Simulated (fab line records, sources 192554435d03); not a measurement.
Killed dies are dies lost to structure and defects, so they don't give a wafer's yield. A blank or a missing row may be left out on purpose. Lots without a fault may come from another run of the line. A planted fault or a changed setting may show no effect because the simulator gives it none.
A struck lot beside a sound one | flow n5_finfet | 42 steps out of a route of 1938
Sound: wafers L339.2, L339.5, L339.6. Struck: wafers L324.2, L324.4. The cause comes at the end.
At each step with rows: each side's tool, then ch and its chambers, then its first start. Under that, the readings that differ: sound wafers | struck wafers | difference of the means | sigmas: that difference in standard deviations of wafers without a fault.
alike: readings whose means differ by less than 2 such deviations, and words and numbers that are the same on both sides. not compared: withheld readings, readings that some wafer has no value for, bounds like >300 that may hide the same value, and numbers for which the record gives no deviation and whose values overlap.
The two part at a step that has a row with sigmas, a row that says differs or no value, or rows on one side only. Numbers that don't overlap but have no deviation are shown without sigmas and don't part them. A reading that every wafer of one side lacks parts them only if that side has two wafers or more.

first, 11 steps without rows for these wafers: N5_GATE_CUT_ETCHBACK_00 (etches W in SF6/Cl2); N5_GATE_CUT_ETCH_56 (etches TiN in Cl2/Ar, target depth 21.6 nm); N5_GATE_CUT_ETCHBACK_30 (etches TiN in Cl2/Ar, target depth 3 nm); N5_GATE_CUT_VAPOR_ETCH_60 (etches HfO2 in BCl3/Cl2); N5_GATE_CUT_ETCH_58 (etches SiNx in CH3F/O2, target depth 17 nm, time 128.6 s); N5_GATE_CUT_STRIP_59 (strips in N2/H2, time 20 s); N5_GATE_CUT_PRECLEAN_31 (cleans in DIW, time 300 s); N5_GATE_CUT_SRD_32 (time 30 s); N5_GATE_CUT_SAC_CAP_01 (material SiNx, target thk 24 nm, pulse time 1 s, ald cycles 480); N5_GATE_CUT_PECVD_57 (deposits SiNx from SiH4/NH3/N2, target thk 21 nm); N5_GATE_CUT_CMP_02 (polishes, stops on SiO2, t overpolish 12.7 s, target thk 0 nm).
N5_GATE_CUT_HM_DEP_46: deposits SiO2 from TEOS/O2, target thk 130 nm, time 26.6 s.
  sound on pecvd-03 ch 0,2, day 9 15:42; struck on pecvd-03 ch 0,1, day 6 03:00
  reading                                      | sound                | struck        | difference | sigmas
  susceptor_temp_C (C)                         | 399.86 399.67 399.37 | 400.06 400.22 | +0.51      | +2
  model.SiO2_of_GATE_CUT_HM_DEP_46.thk_nm (nm) | 126.8 128.6 128.4    | 210 216       | +85        |
  alike: heater_power_w, rf_fwd_power_W, showerhead_plenum_p_Torr, throttle_valve_pct
then, 15 steps without rows for these wafers: N5_GATE_CUT_COAT_34 (time 60 s, resist thk 60 nm); N5_GATE_CUT_COAT_35 (time 60 s, resist thk 10 nm); N5_GATE_CUT_COAT_27 (time 60 s, resist thk 10 nm); N5_GATE_CUT_COAT_07 (resist thk 30 nm); N5_GATE_CUT_EBR_09; N5_GATE_CUT_SOFTBAKE_08 (time 60 s); N5_GATE_CUT_EXPOSE_10 (exposes mask GATE CUT, target cd 20 nm); N5_GATE_CUT_PEB_11 (peb time 60 s); N5_GATE_CUT_DEVELOP_12 (develop time 30 s); N5_GATE_CUT_DESCUM_18 (chemistry O2, time 7 s); N5_GATE_CUT_ETCH_28 (etches underlayer in N2/H2, target depth 13 nm, time 10.4 s); N5_GATE_CUT_ETCH_36 (etches SiARC in CF4, target depth 13 nm, time 21.7 s); N5_GATE_CUT_ETCH_37 (etches SOC in N2/H2, target depth 60 nm, overetch 12 nm, time 90 s); N5_GATE_CUT_STRIP_38 (strips in N2/H2); N5_GATE_CUT_STRIP_39 (strips in N2/H2).
N5_GATE_CUT_HM_OPEN_40: chemistry C4F6/O2, target SiO2, target depth 139 nm, time 85.1 s.
  sound on rie_diel-01 ch 0,3, day 9 16:47; struck on rie_diel-03 ch 0,3, day 6 03:46
  reading                                   | sound             | struck    | difference                    | sigmas
  etch_rf_on_time_s (s)                     | 92 92 96          | 157 161   | +66                           | +20
  oes_product_au (a.u.)                     | 0.66 0.65 0.60    | 0.75 0.91 | +0.19                         | +3
  rf_fwd_power_W (W)                        | 342.6 342.5 340.8 | - -       | no value on the struck wafers |
  model.etch.depth_nm (nm)                  | 126.8 128.5 128.5 | 210 216   | +85                           |
  model.SOC_of_GATE_CUT_COAT_34.thk_nm (nm) | 33.6 33.2 33.2    | 15.8 14   | -18.4                         |
  model.GATE_CUT.cd_nm (nm)                 | 19.6 19.8 19.8    | 21 22.8   | +2                            |
  alike: chamber_pressure_mTorr, drypump_motor_current_A, oes_o_777_au, rf_vpp_V, showerhead_plenum_p_Torr, throttle_valve_pct
  not compared: rf_hours_counter_h
then, 6 steps without rows for these wafers: N5_GATE_CUT_STRIP_41 (strips in CF4); N5_GATE_CUT_STRIP_42 (strips in O2); N5_GATE_CUT_ETCH_19 (etches SiNx in CH3F/O2, target depth 53.7 nm, time 76.7 s); N5_GATE_CUT_CUT_ETCH_53 (etches W in SF6/Cl2, target depth 79.2 nm); N5_GATE_CUT_CUT_ETCH_54 (etches TiN in Cl2/BCl3, target depth 96.7 nm); N5_GATE_CUT_CUT_ETCH_55 (etches HfO2 in BCl3, target depth 3.2 nm).
N5_GATE_CUT_ETCH_47: etches SiO2 in Cl2/BCl3, target depth 10 nm.
  sound on rie_metal-02 ch 0,1, day 9 17:10; struck on rie_metal-02 ch 1, day 6 04:08
  reading                   | sound        | struck | difference | sigmas
  model.GATE_CUT.cd_nm (nm) | 19 19.4 19.2 | 20 22  | +2         |
  alike: chamber_pressure_mTorr, drypump_motor_current_A, oes_product_au, rf_fwd_power_W, throttle_valve_pct
  not compared: rf_hours_counter_h
then, 3 steps without rows for these wafers: N5_GATE_CUT_VAPOR_ETCH_48 (etches TiN in BCl3/Cl2); N5_GATE_CUT_VAPOR_ETCH_49 (etches TiAlC in BCl3/Cl2); N5_GATE_CUT_VAPOR_ETCH_51 (etches HfO2 in BCl3/Cl2).
N5_GATE_CUT_THK_MEAS_24:
  sound on film_metro-01, day 9 19:15; struck on film_metro-02, day 6 06:41
  reading          | sound             | struck      | difference | sigmas
  GC_FILL_THK (nm) | 216.1 219.3 216.8 | 297.9 303.8 | +83.5      | +30
N5_GATE_CUT_CMP_43: polishes SiO2.
  sound on cmp-04 ch 1,2,3, day 9 19:31; struck on cmp-04 ch 0,3, day 6 06:43
  reading                                      | sound   | struck  | difference | sigmas
  model.SiO2_of_GATE_CUT_HM_DEP_46.thk_nm (nm) | 4.8 5 5 | 8.8 9.2 | +4.1       |
  alike: edge_zone_pressure_frac, motor_current_A
-- the record jumps here: 3 days lie between the struck wafers' starts before and after (it left off in module GATE_CUT and takes up again in module BEOL_M4, whose first step shown is number 1111 of the route) --
N5_BEOL_M4_RC_MEAS_101:
  sound on prober-01 ch 0, day 13 03:39; struck on prober-02 ch 0, day 9 13:18
  alike: DIBL_N, DIBL_P, IOFF_N, IOFF_P, ION_N, ION_P, SS_N, SS_P, VT_N, VT_P
-- the record jumps here: 4 days lie between the struck wafers' starts before and after (it left off in module BEOL_M4 and takes up again in module PASSIVATION, whose first step shown is number 1936 of the route) --
N5_PASSIVATION_PROBE_49:
  the record has rows for the struck wafers here (prober-02, day 14 01:15) and none for the sound ones

WHERE THEY PART
First at N5_GATE_CUT_HM_DEP_46; last, within this record, at N5_PASSIVATION_PROBE_49.

WHY: what the simulator had put in
Process parameter drift: pecvd-03, from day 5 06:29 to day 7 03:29, at N5_GATE_CUT_HM_DEP_46. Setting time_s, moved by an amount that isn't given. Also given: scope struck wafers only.
